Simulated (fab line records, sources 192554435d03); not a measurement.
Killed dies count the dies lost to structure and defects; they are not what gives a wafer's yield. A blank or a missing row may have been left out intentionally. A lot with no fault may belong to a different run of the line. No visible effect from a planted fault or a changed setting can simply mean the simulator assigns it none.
Problem report, 8D (eight disciplines) form, completed by code + flow n5Finfet + the parts of the form that need people (team, actions taken, sign-off) are left out

1. PROBLEM STATEMENT
Wafers without a fault read 87.7 s, standard deviation 0.47; runLengthS at N5_BEOL_M1_VIA_ETCH_34 reads a mean of 101.8 s on 6 wafers belonging to 2 lots. Relative to the usual mean, that is a shift of +30 standard deviations.
The step: etches the open film in C4F6/O2, target depth 67.8 nm, time 64.4 s.
The first sign was on wafer L781.1 at day 10 12:49, on rieDiel-02. The record holds 18 wafers of 6 lots with a number at this step. By rule, "out" or "out of limits" means more than 4 standard deviations away from the usual mean. The rest of the wafers with a number are treated as sound.

2. WHAT IT IS; WHAT IT IS NOT
| question                    | is                     | is not                                                                   |
|-----------------------------|------------------------|--------------------------------------------------------------------------|
| which readings at this step | runLengthS             | rfVppV, showerheadPlenumPTorr, throttleValvePct                          |
| which lots                  | L781, L782             | L774, L777, L785, L787                                                   |
| which wafers of those lots  | all that have a number | -                                                                        |
| read on which tools         | rieDiel-02             | rieDiel-03, rieDiel-04                                                   |
| when                        | from day 10 12:49      | up to then (6 sound wafers); but 6 sound wafers of L785, L787 came after |

3. SUSPECTS, AND WHAT RULES EACH OUT
Counting: a tool at a process step up to the reading stays a suspect if it ran every lot that is out and no sound lot after the first of them.
- rieDiel-02 at N5_BEOL_M1_ETCHBACK_99 (etches SiO2 in CHF3, target depth 5 nm, time 10.4 s): kept. Every lot that is out went through it, starting with L781 (day 10 12:40), and after that it ran no sound lot; the last sound lot it ran before then is L777 (day 9 22:54).
- rieDiel-02 at N5_BEOL_M1_ETCH_70 (etches SOC in N2/H2, target depth 80 nm, overetch 16 nm, time 120 s): kept. Every lot that is out went through it, starting with L781 (day 10 12:43), and after that it ran no sound lot; the last sound lot it ran before then is L777 (day 9 22:56).
- rieDiel-02 at N5_BEOL_M1_VIA_ETCH_34 (etches the open film in C4F6/O2, target depth 67.8 nm, time 64.4 s): kept. Every lot that is out went through it, starting with L781 (day 10 12:49), and after that it ran no sound lot; the last sound lot it ran before then is L777 (day 9 23:02). Its own readings are out on those wafers: runLengthS.
After the count, these remain: rieDiel-02 at N5_BEOL_M1_ETCHBACK_99, rieDiel-02 at N5_BEOL_M1_ETCH_70 and rieDiel-02 at N5_BEOL_M1_VIA_ETCH_34.

4. THE CAUSE (what the simulator had put in)
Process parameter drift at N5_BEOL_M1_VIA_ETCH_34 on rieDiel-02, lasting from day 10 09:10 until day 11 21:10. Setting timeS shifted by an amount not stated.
After counting, 3 suspects remain, this tool included.

5. THE EFFECT CHAIN, in route order
One row per reading whose mean, taken over the struck wafers that have a number, lies over 3 standard deviations from the usual. Only readings for which the record gives a usual standard deviation are gone through. hours: the time from each lot's start at the first step in this table that gives one to its start at this step, as a median over the lots. sigmas: the change in usual standard deviations.
| hours | step                   | reading    | usual  | on struck wafers | change | sigmas |
|-------|------------------------|------------|--------|------------------|--------|--------|
| 0     | N5_BEOL_M1_VIA_ETCH_34 | runLengthS | 87.7 s | 101.8            | +14.0  | +30    |
Process steps it contains:
- N5_BEOL_M1_VIA_ETCH_34: etches the open film in C4F6/O2, target depth 67.8 nm, time 64.4 s.
Later measuring or inspecting steps at which every struck wafer that the step has a row for has a number for every such reading, and none has moved that far: N5_BEOL_M4_RC_MEAS_101.

6. WHAT WOULD HAVE CAUGHT IT SOONER
In this record no reading fell out of limits until day 10 12:49, 4 hours after the fault had begun at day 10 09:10.
